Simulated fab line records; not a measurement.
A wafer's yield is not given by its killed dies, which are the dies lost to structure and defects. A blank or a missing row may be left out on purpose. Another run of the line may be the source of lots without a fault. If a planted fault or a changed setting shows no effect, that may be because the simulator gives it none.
fab line records	flow n5Finfet
record lots=7	wafers=21
route steps=1938 shown HKMG_FIN@395 MOL_CONTACT_COAG@586 BEOL_M0_CUTY@713 BEOL_M0@715 BEOL_M1@777 BEOL_M2@867 BEOL_M3@950 BEOL_M4@1027
startH: hours from the record's first day to the start of the lot's first wafer shown	waitH: time in hours since the lot's previous step	" repeats the value in the row above	L1.1+2: one row covering several wafers at once	- either no value or no given start	* or withheld: withheld	< > ~ a bound
route shown NAME@n: NAME is a module with steps in the file, n the number in the route of the first one	usual: average and standard deviation across the fault-free wafers	same: alike in all rows	chamber/n: place in a boat	sites: the reading at each site	_std_site: how widely they spread, as a standard deviation	_edge_site: the outer-site mean with the inner-site mean subtracted	radiusMm: how far each site lies from the wafer's centre	mask NAME#n: copy n	behind: the most recent tool/chamber to have shaped the wafer	hold: what put the lot on hold/how long, in hours/how the hold closed	device: transistor that didn't switch, given as n, p or np	end of line: tests run on the same wafers once the route is complete	where a step has no rows: the recipe by itself	killed: count of dies lost to structure and defects at first sort (not the wafer's yield)	map: shows each die of a wafer: x if killed, . if not, _ if none is there
set.NAME: the setting that was run; set.NAME@STEP: the one run at that earlier step	model.NAME: the simulator's own value behind a step, which no gauge read
lots whose settings were changed on purpose; a table a step, a row a wafer
## steps
# step N5_HKMG_FIN_EXPOSE_46
# recipe maskId=NDIPOLE	na=1.35	sourceShape=conventional	sigmaOuter=0.8	polarization=unpolarized	doseMj=40
lot.wafer	tool	chamber	startH	waitH	mask	set.doseMj
L074.1+3+5	arfiScanner-01	0	74.40	-	NDIPOLE#0	40
L076.1	arfiScanner-02	0	84.57	-	NDIPOLE#0	38.19
L076.4+5	"	0	"	"	NDIPOLE#0	40
L077.1+5	arfiScanner-01	0	90.05	-	NDIPOLE#0	42.6
L077.4	"	0	"	"	NDIPOLE#0	40
L080.1+2+6	arfiScanner-03	0	111.26	-	NDIPOLE#0	40
L082.1+4+6	arfiScanner-03	0	128.24	-	NDIPOLE#0	40
L083.4+5	arfiScanner-02	0	129.63	-	NDIPOLE#0	40.86
L083.6	"	0	"	"	NDIPOLE#0	40
L086.3	arfiScanner-01	0	145.82	-	NDIPOLE#0	40
L086.4+5	"	0	"	"	NDIPOLE#0	41.39
# step N5_HKMG_FIN_PEB_47
# recipe pebTempC=withheld	pebTimeS=60	resist=CAR-ArF
# step N5_HKMG_FIN_DEVELOP_48
# recipe developTimeS=30	developer=TMAH	resist=CAR-ArF	rinseLiquid=diw	dry=airSpin	devTempC=23
# step N5_HKMG_FIN_CD_MEAS_49
# recipe targetCdNm=202	landingEnergyEv=500	detector=seInlens	polarity=opening
# usual cdNm=202.0/0.63
lot.wafer	tool	chamber	startH	waitH	set.doseMj@HKMG_FIN_EXPOSE_46	cdNm
L074.1	cdSem-01	0	74.52	-	40	202.8
L074.3	"	0	"	"	40	202.5
L074.5	"	0	"	"	40	202.2
L076.1	cdSem-03	0	84.70	-	38.19	200.2
L076.4	"	0	"	"	40	203.0
L076.5	"	0	"	"	40	202.3
L077.1	cdSem-03	0	90.17	-	42.6	205.3
L077.4	"	0	"	"	40	201.7
L077.5	"	0	"	"	42.6	205.6
L080.1	cdSem-01	0	111.39	-	40	202.2
L080.2	"	0	"	"	40	202.0
L080.6	"	0	"	"	40	202.3
L082.1	cdSem-02	0	128.36	-	40	201.8
L082.4	"	0	"	"	40	202.8
L082.6	"	0	"	"	40	202.3
L083.4	cdSem-03	0	129.74	-	40.86	202.6
L083.5	"	0	"	"	40.86	204.2
L083.6	"	0	"	"	40	201.0
L086.3	cdSem-03	0	145.94	-	40	200.9
L086.4	"	0	"	"	41.39	202.9
L086.5	"	0	"	"	41.39	203.0
# step N5_HKMG_FIN_DESCUM_53
# recipe chemistry=O2	timeS=7.9	sourcePowerW=50	biasPowerW=20	pressureMtorr=20	rfFrequencyHz=2.712e+07	tempC=40	resist=CAR-ArF	o2FlowSccm=225
# step N5_HKMG_FIN_ETCH_54
# recipe chemistry=CF4	target=SiARC	targetDepthA=455	maskMaterial=CAR-ArF	timeS=75.8	ionEnergyEv=80	pressureMtorr=40	sourceW=545	biasW=36	Ar_flow_sccm=100	cf4FlowSccm=100	ends=cleared
lot.wafer	tool	chamber	startH	waitH	set.doseMj@HKMG_FIN_EXPOSE_46	model.HKMG_FIN.cdOffsetNm
L074.1	rieDiel-03	2	74.65	0.0	40	1.4
L074.3	"	0	"	"	40	0.8
L074.5	"	0	"	"	40	0.4
L076.1	rieDiel-03	2	85.23	0.0	38.19	-1.6
L076.4	"	3	"	"	40	0.4
L076.5	"	2	"	"	40	0.6
L077.1	rieDiel-03	1	90.30	0.0	42.6	3.2
L077.4	"	0	"	"	40	-0.2
L077.5	"	2	"	"	42.6	3.8
L080.1	rieDiel-03	3	111.51	0.0	40	0
L080.2+6	"	1,3	"	"	40	-0.2
L082.1	rieDiel-01	0	128.48	0.0	40	-0.4
L082.4	"	1	"	"	40	1
L082.6	"	2	"	"	40	0.4
L083.4	rieDiel-03	3	129.86	0.0	40.86	0.8
L083.5	"	3	"	"	40.86	2
L083.6	"	0	"	"	40	-0.6
L086.3	rieDiel-04	1	146.28	0.0	40	-0.4
L086.4+5	"	0,1	"	"	41.39	1.6
# step N5_MOL_CONTACT_COAG_VIA_ETCH_46
# recipe chemistry=C4F6/O2	targetDepthA=460	overetchA=92	maskMaterial=SOC	target=SiO2	biasW=455	pressureMtorr=10	timeS=40	sourceW=325	Ar_flow_sccm=300	C4F6_flow_sccm=10	O2_flow_sccm=10	ionEnergyEv=575.3	ends=endPoint
# usual rfVppV=1595/24
lot.wafer	tool	chamber	startH	waitH	set.biasW	rfVppV
L074.1	rieDiel-04	2	101.35	0.0	455	1632
L074.3	"	3	"	"	455	1637
L074.5	"	2	"	"	455	1633
L076.1	rieDiel-01	1	117.48	0.0	455	1599
L076.4	"	2	"	"	455	1583
L076.5	"	1	"	"	533.7	1802
L077.1	rieDiel-04	3	118.15	0.0	455	1637
L077.4	"	3	"	"	455	1638
L077.5	"	1	"	"	526.2	1809
L080.1	rieDiel-04	0	137.76	0.0	455	1580
L080.2	"	3	"	"	455	1636
L080.6	"	0	"	"	455	1579
L082.1	rieDiel-01	3	155.59	0.0	455	1584
L082.4	"	2	"	"	480	1647
L082.6	"	2	"	"	480	1647
L083.4	rieDiel-04	3	157.30	0.0	433.1	1577
L083.5	"	2	"	"	433.1	1574
L083.6	"	0	"	"	455	1577
L086.3	rieDiel-04	0	179.73	0.0	455	1578
L086.4	"	2	"	"	455	1632
L086.5	"	1	"	"	455	1626
# step N5_BEOL_M0_CUTY_ETCH_63
# recipe chemistry=N2/H2	target=SOC	targetDepthA=827	overetchA=165	maskMaterial=SiARC	tempC=40	ionEnergyEv=200	timeS=124	pressureMtorr=30	sourceW=840	biasW=150	n2FlowSccm=200	h2FlowSccm=200
lot.wafer	tool	chamber	startH	waitH	set.timeS	model.SiO2_of_BEOL_M0_SAQP_SPACER2_ALD_26.thkNm
L074.1+3	rieDiel-04	3,0	117.19	0.0	124	7.2
L074.5	"	1	"	"	124	7.4
L077.1	rieDiel-01	0	132.46	0.0	124	7.2
L077.4	"	3	"	"	106.5	7.4
L077.5	"	2	"	"	124	7
L076.1+5	rieDiel-01	2	132.85	0.0	124	7.2
L076.4	"	0	"	"	106.8	7.8
L080.1+2+6	rieDiel-04	1,0,3	151.22	0.0	124	7.2
L082.1	rieDiel-01	3	168.30	0.0	124	7
L082.4+6	"	0,2	"	"	124	7.2
L083.4+6	rieDiel-01	1,2	173.77	0.0	124	7.2
L083.5	"	3	"	"	136.3	6.6
L086.3+5	rieDiel-04	3,1	195.07	0.0	124	7.2
L086.4	"	1	"	"	124	7.4
# step N5_BEOL_M0_ETCH_138
# recipe chemistry=CH3F/O2	targetDepthA=120	target=SiCN	timeS=31.6	ionEnergyEv=120	pressureMtorr=30	sourceW=395	biasW=75	Ar_flow_sccm=150	CH3F_flow_sccm=30	O2_flow_sccm=20	ends=cleared
# usual rfVppV=296.7/1.6
lot.wafer	tool	chamber	startH	waitH	set.biasW	rfVppV
L074.1	rieDiel-04	3	117.31	0.0	75	294.2
L074.3	"	0	"	"	78.6	305.9
L074.5	"	1	"	"	78.6	306.3
L077.1	rieDiel-01	0	132.58	0.0	75	299.4
L077.4	"	3	"	"	75	294.9
L077.5	"	2	"	"	75	295.0
L076.1	rieDiel-01	2	132.98	0.0	78.97	305.1
L076.4	"	0	"	"	75	299.0
L076.5	"	2	"	"	75	295.9
L080.1	rieDiel-04	1	151.35	0.0	75	298.0
L080.2	"	0	"	"	75	297.7
L080.6	"	3	"	"	75	296.1
L082.1	rieDiel-01	3	168.42	0.0	75	297.9
L082.4	"	0	"	"	75	297.5
L082.6	"	2	"	"	69.85	282.5
L083.4	rieDiel-01	1	173.90	0.0	75	296.3
L083.5	"	3	"	"	75	296.0
L083.6	"	2	"	"	75	295.1
L086.3	rieDiel-04	3	195.20	0.0	75	296.0
L086.4	"	1	"	"	75	298.2
L086.5	"	1	"	"	75	299.6
# step N5_BEOL_M1_COAT_67
# recipe resist=SOC	tempC=250	timeS=60	spinRpm=1500	resistThkNm=60
lot.wafer	tool	chamber	startH	waitH	set.spinRpm	model.SOC_of_BEOL_M1_COAT_67.thkNm
L074.1	lithoTrack-03	0	126.31	0.0	1575	58.8
L074.3	"	0	"	"	1575	58.6
L074.5	"	0	"	"	1500	60.2
L077.1+5	lithoTrack-02	0	140.30	0.0	1500	60.2
L077.4	"	0	"	"	1500	60
L076.1	lithoTrack-04	0	144.00	0.0	1500	60
L076.4	"	0	"	"	1500	60.2
L076.5	"	0	"	"	1643	57.4
L080.1+2	lithoTrack-03	0	162.18	0.0	1500	60
L080.6	"	0	"	"	1500	60.2
L082.1	lithoTrack-04	0	179.67	0.0	1500	59.8
L082.4	"	0	"	"	1336	63.6
L082.6	"	0	"	"	1336	63.8
L083.4	lithoTrack-02	0	186.06	0.0	1663	57
L083.5+6	"	0	"	"	1500	60
L086.3	lithoTrack-03	0	202.97	0.0	1500	60
L086.4+5	"	0	"	"	1500	60.2
# step N5_BEOL_M1_COAT_76
# recipe resist=underlayer	tempC=205	timeS=60	spinRpm=1500	resistThkNm=5
lot.wafer	tool	chamber	startH	waitH	set.tempC
L074.1+5	lithoTrack-03	0	-	-	205
L074.3	"	0	"	"	211.6
L077.1+4	lithoTrack-02	0	-	-	209.4
L077.5	"	0	"	"	205
L076.1	lithoTrack-04	0	-	-	205
L076.4+5	"	0	"	"	210.9
L080.1+2+6	lithoTrack-03	0	-	-	205
L082.1	lithoTrack-04	0	-	-	196.5
L082.4+6	"	0	"	"	205
L083.4+5	lithoTrack-02	0	-	-	205
L083.6	"	0	"	"	202.5
L086.3	lithoTrack-03	0	-	-	210.6
L086.4+5	"	0	"	"	205
# step N5_BEOL_M1_COAT_22
# recipe resist=CAR-EUV	spinRpm=1500	resistThkNm=30
# step N5_BEOL_M1_EBR_24
# recipe solvent=PGMEA	ebrWidthMm=1.5
# step N5_BEOL_M1_ALD_98
# recipe material=SiO2	targetThkA=25	tempC=100	aldPrecursorFamily=BDEAS	aldCoReactant=O2-plasma	pulseTimeS=1	coReactantPulseTimeS=1	purgeTimeS=2	coReactantPurgeTimeS=2	aldCycles=17	pressureTorr=2
# step N5_BEOL_M1_ETCHBACK_99
# recipe chemistry=CHF3	target=SiO2	targetDepthA=50	timeS=10.4	sourceW=215	biasW=47	Ar_flow_sccm=200	CHF3_flow_sccm=12	ionEnergyEv=100	pressureMtorr=30
# step N5_BEOL_M1_ETCH_70
# recipe chemistry=N2/H2	target=SOC	targetDepthA=800	overetchA=160	maskMaterial=SiARC	tempC=40	timeS=120	ionEnergyEv=200	pressureMtorr=30	sourceW=840	biasW=150	n2FlowSccm=200	h2FlowSccm=200
lot.wafer	tool	chamber	startH	waitH	set.spinRpm@BEOL_M1_COAT_67	model.etch.depthNm
L074.1	rieDiel-02	2	133.02	0.0	1575	58.75
L074.3	"	3	"	"	1575	58.6
L074.5	"	1	"	"	1500	60.15
L077.1	rieDiel-06	3	143.31	0.0	1500	60.14
L077.4	"	1	"	"	1500	60.05
L077.5	"	2	"	"	1500	60.18
L076.1	rieDiel-05	3	147.27	0.0	1500	59.98
L076.4	"	1	"	"	1500	60.13
L076.5	"	2	"	"	1643	57.45
L080.1	rieDiel-06	0	178.20	0.0	1500	60.06
L080.2	"	2	"	"	1500	60.05
L080.6	"	2	"	"	1500	60.27
L082.1	rieDiel-06	2	187.75	0.0	1500	59.85
L082.4	"	0	"	"	1336	63.69
L082.6	"	1	"	"	1336	63.82
L083.4	rieDiel-02	2	195.39	0.0	1663	57.09
L083.5	"	2	"	"	1500	59.98
L083.6	"	3	"	"	1500	59.94
L086.3	rieDiel-05	0	210.45	0.0	1500	60.07
L086.4	"	1	"	"	1500	60.23
L086.5	"	1	"	"	1500	60.1
# step N5_BEOL_M2_COAT_67
# recipe resist=SOC	tempC=250	timeS=60	spinRpm=1500	resistThkNm=60
lot.wafer	tool	chamber	startH	waitH	set.spinRpm	model.SOC_of_BEOL_M2_COAT_67.thkNm
L074.1	lithoTrack-01	0	140.48	0.0	1587	58.4
L074.3	"	0	"	"	1500	59.8
L074.5	"	0	"	"	1587	58.2
L077.1+5	lithoTrack-05	0	149.79	0.0	1500	60
L077.4	"	0	"	"	1360	63.2
L076.1	lithoTrack-02	0	159.05	0.0	1500	59.6
L076.4	"	0	"	"	1500	60
L076.5	"	0	"	"	1500	59.8
L080.1	lithoTrack-01	0	186.51	0.0	1500	60.2
L080.2+6	"	0	"	"	1500	60
L082.1	lithoTrack-02	0	196.47	0.0	1455	60.6
L082.4+6	"	0	"	"	1500	59.6
L083.4	lithoTrack-05	0	202.85	0.0	1595	58.2
L083.5+6	"	0	"	"	1500	60.2
L086.3+5	lithoTrack-05	0	217.51	0.0	1500	60
L086.4	"	0	"	"	1374	62.6
# step N5_BEOL_M2_COAT_76
# recipe resist=underlayer	tempC=205	timeS=60	spinRpm=1500	resistThkNm=5
lot.wafer	tool	chamber	startH	waitH	set.tempC
L074.1+3	lithoTrack-01	0	-	-	205
L074.5	"	0	"	"	211.5
L077.1+4+5	lithoTrack-05	0	-	-	205
L076.1+5	lithoTrack-02	0	-	-	205
L076.4	"	0	"	"	199
L080.1+2+6	lithoTrack-01	0	-	-	205
L082.1+4	lithoTrack-02	0	-	-	205
L082.6	"	0	"	"	209.3
L083.4+5+6	lithoTrack-05	0	-	-	205
L086.3+4+5	lithoTrack-05	0	-	-	205
# step N5_BEOL_M2_COAT_22
# recipe resist=CAR-EUV	spinRpm=1500	resistThkNm=30
# step N5_BEOL_M2_EBR_24
# recipe solvent=PGMEA	ebrWidthMm=1.5
# step N5_BEOL_M2_ALD_98
# recipe material=SiO2	targetThkA=25	tempC=100	aldPrecursorFamily=BDEAS	aldCoReactant=O2-plasma	pulseTimeS=1	coReactantPulseTimeS=1	purgeTimeS=2	coReactantPurgeTimeS=2	aldCycles=17	pressureTorr=2
# step N5_BEOL_M2_ETCHBACK_99
# recipe chemistry=CHF3	target=SiO2	targetDepthA=50	timeS=10.4	sourceW=215	biasW=47	Ar_flow_sccm=200	CHF3_flow_sccm=12	ionEnergyEv=100	pressureMtorr=30
# step N5_BEOL_M2_ETCH_70
# recipe chemistry=N2/H2	target=SOC	targetDepthA=800	overetchA=240	maskMaterial=SiARC	tempC=40	timeS=130	ionEnergyEv=200	pressureMtorr=30	sourceW=840	biasW=150	n2FlowSccm=200	h2FlowSccm=200
lot.wafer	tool	chamber	startH	waitH	set.spinRpm@BEOL_M2_COAT_67	model.etch.depthNm
L074.1	rieDiel-04	1	154.08	0.0	1587	58.34
L074.3	"	0	"	"	1500	59.85
L074.5	"	1	"	"	1587	58.15
L076.1	rieDiel-01	1	171.98	0.0	1500	59.62
L076.4	"	2	"	"	1500	60.04
L076.5	"	1	"	"	1500	59.8
L077.1	rieDiel-03	3	187.51	0.0	1500	60.02
L077.4	"	2	"	"	1360	63.14
L077.5	"	0	"	"	1500	59.91
L080.1	rieDiel-03	0	201.53	0.0	1500	60.15
L080.2	"	2	"	"	1500	60.07
L080.6	"	0	"	"	1500	59.94
L082.1	rieDiel-04	1	220.02	0.0	1455	60.64
L082.4	"	1	"	"	1500	59.63
L082.6	"	2	"	"	1500	59.62
L083.4	rieDiel-01	2	220.51	0.0	1595	58.2
L083.5	"	2	"	"	1500	60.14
L083.6	"	3	"	"	1500	60.13
L086.3	rieDiel-03	1	247.22	0.0	1500	59.93
L086.4	"	3	"	"	1374	62.6
L086.5	"	2	"	"	1500	59.97
# step N5_BEOL_M2_STRIP_71
# recipe chemistry=N2/H2	tempC=40	n2FlowSccm=200	h2FlowSccm=200	rfFrequencyHz=6e+07
# step N5_BEOL_M2_STRIP_78
# recipe chemistry=N2/H2	tempC=40	n2FlowSccm=200	h2FlowSccm=200	rfFrequencyHz=6e+07
# step N5_BEOL_M2_VIA_ETCH_34
# recipe chemistry=C4F6/O2	targetDepthA=694	maskMaterial=SOC	pressureMtorr=15	ionEnergyEv=250	taperDeg=4	timeS=65.9	sourceW=350	biasW=170	Ar_flow_sccm=300	C4F6_flow_sccm=10	O2_flow_sccm=10
lot.wafer	tool	chamber	startH	waitH	set.spinRpm@BEOL_M2_COAT_67	model.SOC_of_BEOL_M2_COAT_67.thkNm
L074.1	rieDiel-04	1	154.18	0.0	1587	50.6
L074.3	"	0	"	"	1500	51.8
L074.5	"	1	"	"	1587	50.4
L076.1	rieDiel-01	1	172.09	0.0	1500	51.4
L076.4	"	2	"	"	1500	52
L076.5	"	1	"	"	1500	51.6
L077.1	rieDiel-03	3	187.62	0.0	1500	52
L077.4	"	2	"	"	1360	54.8
L077.5	"	0	"	"	1500	51.8
L080.1	rieDiel-03	0	201.63	0.0	1500	52.2
L080.2	"	2	"	"	1500	51.8
L080.6	"	0	"	"	1500	52
L082.1	rieDiel-04	1	220.13	0.0	1455	52.6
L082.4+6	"	1,2	"	"	1500	51.6
L083.4	rieDiel-01	2	220.62	0.0	1595	50.2
L083.5	"	2	"	"	1500	52
L083.6	"	3	"	"	1500	51.6
L086.3	rieDiel-03	1	247.33	0.0	1500	52
L086.4	"	3	"	"	1374	54.6
L086.5	"	2	"	"	1500	51.8
# step N5_BEOL_M3_ETCH_64
# recipe chemistry=N2/H2	target=SOC	targetDepthA=750	overetchA=150	maskMaterial=SiARC	tempC=40	timeS=112.5	ionEnergyEv=200	pressureMtorr=30	sourceW=840	biasW=150	n2FlowSccm=200	h2FlowSccm=200
lot.wafer	tool	chamber	startH	waitH	set.timeS	model.SiARC_of_BEOL_M3_COAT_62.thkNm
L074.1	rieDiel-06	1	166.70	0.0	118.9	6.4
L074.3+5	"	3	"	"	112.5	6.8
L076.1	rieDiel-02	2	179.92	0.0	96.28	7.2
L076.4	"	3	"	"	112.5	6.6
L076.5	"	2	"	"	112.5	6.4
L077.1	rieDiel-05	1	193.48	0.0	112.5	7
L077.4	"	2	"	"	92.94	7.8
L077.5	"	1	"	"	92.94	8
L080.1	rieDiel-06	0	209.88	0.0	112.5	6.6
L080.2+6	"	2,3	"	"	112.5	6.8
L082.1+4+6	rieDiel-06	1,3,0	227.25	0.0	98.64	7.4
L083.4	rieDiel-02	0	227.53	0.0	124.1	6
L083.5	"	2	"	"	112.5	6.4
L083.6	"	1	"	"	112.5	6.6
L086.3+5	rieDiel-06	0	256.73	0.0	112.5	6.6
L086.4	"	2	"	"	112.5	7
# step N5_BEOL_M3_COAT_22
# recipe resist=CAR-EUV	spinRpm=1500	resistThkNm=30
lot.wafer	tool	chamber	startH	waitH	set.spinRpm	model.CAR-EUV_of_BEOL_M3_COAT_22.thkNm
L074.1+3	lithoTrack-04	0	-	-	1500	30
L074.5	"	0	"	"	1371	31.4
L076.1+4+5	lithoTrack-03	0	-	-	1500	30
L077.1+4+5	lithoTrack-03	0	-	-	1500	30
L080.1+6	lithoTrack-05	0	-	-	1500	30
L080.2	"	0	"	"	1500	29.8
L082.1+4+6	lithoTrack-05	0	-	-	1500	30
L083.4	lithoTrack-05	0	-	-	1620	28.6
L083.5	"	0	"	"	1620	28.8
L083.6	"	0	"	"	1500	29.8
L086.3+4	lithoTrack-03	0	-	-	1500	30
L086.5	"	0	"	"	1607	29
# step N5_BEOL_M3_EBR_24
# recipe solvent=PGMEA	ebrWidthMm=1.5
# step N5_BEOL_M3_SOFTBAKE_23
# recipe tempC=110	timeS=60	resist=CAR-EUV
# step N5_BEOL_M3_EXPOSE_25
# recipe maskId=V2	na=0.33	sourceShape=quasar	sigmaInner=0.2	sigmaOuter=0.8	polarization=unpolarized	defocusNm=5	doseMj=63
# step N5_BEOL_M3_PEB_26
# recipe pebTempC=100	pebTimeS=60	resist=CAR-EUV
# step N5_BEOL_M3_DEVELOP_27
# recipe developTimeS=30	developer=TMAH	resist=CAR-EUV	rinseLiquid=surfactantRinse	dry=airSpin	devTempC=23
lot.wafer	tool	chamber	startH	waitH	set.spinRpm@BEOL_M3_COAT_22	model.CAR-EUV_of_BEOL_M3_COAT_22.thkNm
L074.1	lithoTrack-03	0	-	-	1500	29.4
L074.3	"	0	"	"	1500	29.6
L074.5	"	0	"	"	1371	30.8
L076.1	lithoTrack-04	0	-	-	1500	29.4
L076.4+5	"	0	"	"	1500	29.6
L077.1+4+5	lithoTrack-04	0	-	-	1500	29.6
L080.1+6	lithoTrack-03	0	-	-	1500	29.6
L080.2	"	0	"	"	1500	29.4
L082.1	lithoTrack-05	0	-	-	1500	29.4
L082.4+6	"	0	"	"	1500	29.6
L083.4	lithoTrack-03	0	-	-	1620	28.2
L083.5	"	0	"	"	1620	28.4
L083.6	"	0	"	"	1500	29.4
L086.3+4	lithoTrack-03	0	-	-	1500	29.6
L086.5	"	0	"	"	1607	28.6
# step N5_BEOL_M4_COAT_73
# recipe resist=underlayer	tempC=205	timeS=60	spinRpm=1500	resistThkNm=5
lot.wafer	tool	chamber	startH	waitH	set.spinRpm
L074.1+5	lithoTrack-01	0	-	-	1500
L074.3	"	0	"	"	1639
L076.1+4+5	lithoTrack-04	0	-	-	1628
L077.1+5	lithoTrack-02	0	-	-	1440
L077.4	"	0	"	"	1500
L080.1+2+6	lithoTrack-01	0	-	-	1500
L082.1	lithoTrack-01	0	-	-	1454
L082.4+6	"	0	"	"	1500
L083.4+6	lithoTrack-01	0	-	-	1661
L083.5	"	0	"	"	1500
L086.3+4	lithoTrack-04	0	-	-	1500
L086.5	"	0	"	"	1566
## key
split step=N5_HKMG_FIN_EXPOSE_46	setting=doseMj	stated=40	by=wafer
response step=N5_HKMG_FIN_CD_MEAS_49	reading=cdNm	change=+0.605	per=1%	r=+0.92
response step=N5_HKMG_FIN_ETCH_54	reading=model.HKMG_FIN.cdOffsetNm	change=+0.564	per=1%	r=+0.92
split step=N5_MOL_CONTACT_COAG_VIA_ETCH_46	setting=biasW	stated=455	by=wafer
response step=N5_MOL_CONTACT_COAG_VIA_ETCH_46	reading=rfVppV	change=+11.2	per=1%	r=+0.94
split step=N5_BEOL_M0_CUTY_ETCH_63	setting=timeS	stated=124	by=wafer
response step=N5_BEOL_M0_CUTY_ETCH_63	reading=model.SiO2_of_BEOL_M0_SAQP_SPACER2_ALD_26.thkNm	change=-0.0378	per=1%	r=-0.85
split step=N5_BEOL_M0_ETCH_138	setting=biasW	stated=75	by=wafer
response step=N5_BEOL_M0_ETCH_138	reading=rfVppV	change=+2.05	per=1%	r=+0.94
split step=N5_BEOL_M1_COAT_67	setting=spinRpm	stated=1500	by=wafer
response step=N5_BEOL_M1_COAT_67	reading=model.SOC_of_BEOL_M1_COAT_67.thkNm	change=-0.307	per=1%	r=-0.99
response step=N5_BEOL_M1_ETCH_70	reading=model.etch.depthNm	change=-0.3	per=1%	r=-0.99
split step=N5_BEOL_M1_COAT_76	setting=tempC	stated=205	by=wafer
response none clear
split step=N5_BEOL_M2_COAT_67	setting=spinRpm	stated=1500	by=wafer
response step=N5_BEOL_M2_COAT_67	reading=model.SOC_of_BEOL_M2_COAT_67.thkNm	change=-0.316	per=1%	r=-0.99
response step=N5_BEOL_M2_ETCH_70	reading=model.etch.depthNm	change=-0.318	per=1%	r=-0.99
response step=N5_BEOL_M2_VIA_ETCH_34	reading=model.SOC_of_BEOL_M2_COAT_67.thkNm	change=-0.293	per=1%	r=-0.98
split step=N5_BEOL_M2_COAT_76	setting=tempC	stated=205	by=wafer
response none clear
split step=N5_BEOL_M3_ETCH_64	setting=timeS	stated=112.5	by=wafer
response step=N5_BEOL_M3_ETCH_64	reading=model.SiARC_of_BEOL_M3_COAT_62.thkNm	change=-0.0511	per=1%	r=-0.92
split step=N5_BEOL_M3_COAT_22	setting=spinRpm	stated=1500	by=wafer
response step=N5_BEOL_M3_COAT_22	reading=model.CAR-EUV_of_BEOL_M3_COAT_22.thkNm	change=-0.148	per=1%	r=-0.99
response step=N5_BEOL_M3_DEVELOP_27	reading=model.CAR-EUV_of_BEOL_M3_COAT_22.thkNm	change=-0.144	per=1%	r=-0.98
split step=N5_BEOL_M4_COAT_73	setting=spinRpm	stated=1500	by=wafer
response none in this file
